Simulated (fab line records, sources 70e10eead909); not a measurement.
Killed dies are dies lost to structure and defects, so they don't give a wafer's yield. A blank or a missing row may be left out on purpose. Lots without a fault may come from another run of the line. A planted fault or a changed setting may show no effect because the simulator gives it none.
Which tool did it? | flow nand_harc | 12 lots, 36 wafers sampled, at 4 steps of a route of 1159

WHAT THE GAUGES READ, wafer by wafer
The record holds no reading of a measuring or inspecting step that can be judged against a usual standard deviation.

WHICH TOOL RAN EACH LOT (tool, then ch and the chambers of the sampled wafers, then the start)
lot  | NHARC_P_ZERO_WELL_ETCH_62                    | NHARC_P_ZERO_WELL_ETCH_63       | NHARC_P_STI_ETCH_15             | NHARC_P_CONTACT_DEP_30
L596 | rie_diel-10 ch 0,1,2, day 1 13:34 or earlier | rie_si-04 ch 0,1,2, day 1 13:34 | rie_si-03 ch 0,2,3, day 2 16:02 | pecvd-03 ch 0,1, day 5 13:59
L598 | rie_diel-10 ch 0,1, day 2 01:32 or earlier   | rie_si-04 ch 0,3, day 2 01:32   | rie_si-02 ch 1,3, day 3 02:46   | pecvd-01 ch 0,1,2, day 6 12:58
L599 | rie_diel-01 ch 0,2,3, day 2 07:32 or earlier | rie_si-01 ch 1,2, day 2 07:32   | rie_si-06 ch 2,3, day 3 02:56   | pecvd-01 ch 0,1,2, day 6 06:44
L600 | rie_diel-10 ch 0,1,2, day 2 13:40 or earlier | rie_si-05 ch 2,3, day 2 13:40   | rie_si-06 ch 0,1,3, day 3 12:55 | pecvd-03 ch 0,1,2, day 6 08:43
L607 | rie_diel-03 ch 0,1,3, day 4 07:40 or earlier | rie_si-01 ch 0,3, day 4 07:40   | rie_si-02 ch 0,1, day 5 05:15   | pecvd-03 ch 0,1, day 7 23:49
L608 | rie_diel-01 ch 1,2,3, day 4 13:34 or earlier | rie_si-01 ch 1,2,3, day 4 13:34 | rie_si-06 ch 1,2,3, day 5 13:35 | pecvd-03 ch 0,1, day 8 18:27
L609 | rie_diel-10 ch 0,2,3, day 4 19:32 or earlier | rie_si-01 ch 1,2, day 4 19:32   | rie_si-03 ch 0,1,2, day 5 13:35 | pecvd-01 ch 1,2, day 8 15:57
L610 | rie_diel-01 ch 0,1,2, day 5 01:34 or earlier | rie_si-01 ch 1,2,3, day 5 01:34 | rie_si-03 ch 0,1,3, day 6 00:49 | pecvd-03 ch 0,1,2, day 9 05:04
L612 | rie_diel-03 ch 0,2,3, day 5 13:40 or earlier | rie_si-05 ch 1,2,3, day 5 13:40 | rie_si-06 ch 0,2,3, day 6 09:04 | pecvd-01 ch 1,2, day 9 12:17
L614 | rie_diel-01 ch 1,3, day 6 01:41 or earlier   | rie_si-04 ch 1,2,3, day 6 01:41 | rie_si-06 ch 1,3, day 7 02:35   | pecvd-01 ch 1,2, day 10 00:28
L616 | rie_diel-03 ch 1,3, day 6 13:42 or earlier   | rie_si-04 ch 2,3, day 6 13:42   | rie_si-02 ch 0,1,3, day 7 14:31 | pecvd-01 ch 0,1,2, day 10 15:08
L619 | rie_diel-03 ch 0,1,2, day 7 07:41 or earlier | rie_si-04 ch 0,1,2, day 7 07:41 | rie_si-06 ch 0,1,2, day 8 07:18 | pecvd-03 ch 0,1, day 11 07:17
- NHARC_P_ZERO_WELL_ETCH_62: etches the open film in CHF3/Ar, target depth 13 nm, time 6.5 s.
- NHARC_P_ZERO_WELL_ETCH_63: etches the open film in HBr/Cl2, target depth 120 nm, time 40.1 s.
- NHARC_P_STI_ETCH_15: etches the open film in HBr/Cl2, target depth 300 nm, time 100.1 s.
- NHARC_P_CONTACT_DEP_30: deposits SiNx, target thk 30 nm.

WHAT THE TOOLS THEMSELVES READ (means of the sampled wafers that have a number; where no wafer has one, the mark that the record gives instead)
NHARC_P_ZERO_WELL_ETCH_62.
lot  | tool        | drypump_motor_current_A (A) | oes_product_au (a.u.) | rf_fwd_power_W (W) | rf_vpp_V (V) | showerhead_plenum_p_Torr (Torr) | throttle_valve_pct (%)
L596 | rie_diel-10 | 5.5                         | 0.974                 | 487.6              | 371.5        | 2.40                            | 20.220
L598 | rie_diel-10 | 5.3                         | 0.955                 | 488.0              | 372.0        | 2.39                            | 20.224
L599 | rie_diel-01 | 5.8                         | 0.968                 | 487.4              | 370.5        | 2.34                            | 20.219
L600 | rie_diel-10 | 5.5                         | 0.952                 | 487.3              | 371.9        | 2.40                            | 20.217
L607 | rie_diel-03 | 5.6                         | 0.966                 | 487.8              | 369.6        | 2.29                            | 20.208
L608 | rie_diel-01 | 5.9                         | 0.950                 | 489.3              | 369.5        | 2.30                            | 20.225
L609 | rie_diel-10 | 5.9                         | 0.975                 | 488.0              | 370.3        | 2.35                            | 20.220
L610 | rie_diel-01 | 5.8                         | 0.939                 | 489.0              | 369.7        | 2.33                            | 20.223
L612 | rie_diel-03 | 5.3                         | 0.962                 | 489.6              | 368.8        | 2.29                            | 20.211
L614 | rie_diel-01 | 5.5                         | 0.941                 | 489.7              | 369.8        | 2.26                            | 20.221
L616 | rie_diel-03 | 5.8                         | 0.973                 | 484.9              | 368.8        | 2.23                            | 20.215
L619 | rie_diel-03 | 5.4                         | 0.966                 | 488.5              | 368.5        | 2.26                            | 20.221

NHARC_P_ZERO_WELL_ETCH_63.
lot  | tool      | drypump_motor_current_A (A) | oes_product_au (a.u.) | rf_fwd_power_W (W) | throttle_valve_pct (%)
L596 | rie_si-04 | 5.6                         | 0.991                 | 393.5              | 26.411
L598 | rie_si-04 | 5.5                         | 0.990                 | 394.8              | 26.409
L599 | rie_si-01 | 6.1                         | 0.995                 | 396.0              | 26.408
L600 | rie_si-05 | 6.2                         | 0.992                 | 395.2              | 26.399
L607 | rie_si-01 | 5.6                         | 0.999                 | 395.9              | 26.414
L608 | rie_si-01 | 6.0                         | 0.995                 | 396.2              | 26.398
L609 | rie_si-01 | 6.1                         | 1.272                 | 396.8              | 26.403
L610 | rie_si-01 | 6.0                         | 1.279                 | 396.1              | 26.410
L612 | rie_si-05 | 5.9                         | 0.989                 | 394.8              | 26.401
L614 | rie_si-04 | 5.9                         | 1.010                 | 394.5              | 26.408
L616 | rie_si-04 | 6.1                         | 1.004                 | 396.1              | 26.415
L619 | rie_si-04 | 5.7                         | 1.010                 | 393.6              | 26.407

NHARC_P_STI_ETCH_15.
lot  | tool      | drypump_motor_current_A (A) | oes_product_au (a.u.) | rf_fwd_power_W (W) | throttle_valve_pct (%)
L596 | rie_si-03 | 5.8                         | 0.994                 | 396.0              | 26.400
L598 | rie_si-02 | 5.9                         | 1.002                 | 397.8              | 26.412
L599 | rie_si-06 | 5.6                         | 1.008                 | 399.0              | 26.398
L600 | rie_si-06 | 5.9                         | 1.005                 | 397.7              | 26.396
L607 | rie_si-02 | 5.9                         | 1.013                 | 397.0              | 26.401
L608 | rie_si-06 | 5.9                         | 1.001                 | 397.5              | 26.405
L609 | rie_si-03 | 6.0                         | 0.990                 | 398.3              | 26.409
L610 | rie_si-03 | 5.8                         | 0.995                 | 398.8              | 26.400
L612 | rie_si-06 | 5.5                         | 1.007                 | 398.0              | 26.405
L614 | rie_si-06 | 5.9                         | 1.003                 | 397.6              | 26.405
L616 | rie_si-02 | 5.5                         | 0.998                 | 398.2              | 26.410
L619 | rie_si-06 | 5.9                         | 1.005                 | 396.3              | 26.407

NHARC_P_CONTACT_DEP_30.
lot  | tool     | heater_power_w (W) | rf_fwd_power_W (W)
L596 | pecvd-03 | 754                | 449.7
L598 | pecvd-01 | 787                | 447.8
L599 | pecvd-01 | 724                | 448.5
L600 | pecvd-03 | 837                | 446.6
L607 | pecvd-03 | 810                | 448.6
L608 | pecvd-03 | 783                | 449.3
L609 | pecvd-01 | 749                | 448.2
L610 | pecvd-03 | 749                | 448.8
L612 | pecvd-01 | 811                | 448.1
L614 | pecvd-01 | 744                | 449.1
L616 | pecvd-01 | 812                | 448.8
L619 | pecvd-03 | 759                | 447.9

THE ANSWER, worked out from the rows above alone
Rule: what is usual is taken from the lots themselves. Put in order of their means at a reading, lots are off if they are a third of the lots or fewer, leave a main group of 4 or more, and stand apart from it by a gap of 3 or more times the standard deviation of the main group's means; of several such gaps the widest counts. A main group whose means are all the same, to the digits that the tables above print for the reading, isn't used. A lot without any number at a reading at which 4 lots or more have one is off too. The other lots that the step has rows for count as sound. The gauges are gone through in route order, then the tools' own readings, and for those a lot's mean is taken as printed above. The first step at which some lot is off is used, and at that step the reading that is off furthest; a lot without a number counts as furthest.
Off: L609, L610, at NHARC_P_ZERO_WELL_ETCH_63 (oes_product_au). The main group: mean 0.998 a.u., standard deviation 0.0076.
A tool fits if, at that step or a process step before it, it ran every lot that is off, and no sound lot after the first of them. NHARC_P_ZERO_WELL_ETCH_62 gives no start for some lots, so the hours and the order of its lots are those of NHARC_P_ZERO_WELL_ETCH_63. One fits: rie_si-01 at NHARC_P_ZERO_WELL_ETCH_63. Its last sound lot is L608 (day 4 13:34), its first lot that is off L609 (day 4 19:32): a fault that began between those two fits.
The tool's own readings at NHARC_P_ZERO_WELL_ETCH_63 bear it out: on the lots that are off they differ by more than 5 times the standard deviation of the sound lots' means. oes_product_au reads 1.276 a.u. there against 0.998 a.u. on the sound lots.

WHAT THE SIMULATOR HAD PUT IN
Process parameter drift: rie_si-01, from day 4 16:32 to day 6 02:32, at NHARC_P_ZERO_WELL_ETCH_63. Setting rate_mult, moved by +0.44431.
Lots struck among those shown: L609, L610. The rule above found the same.
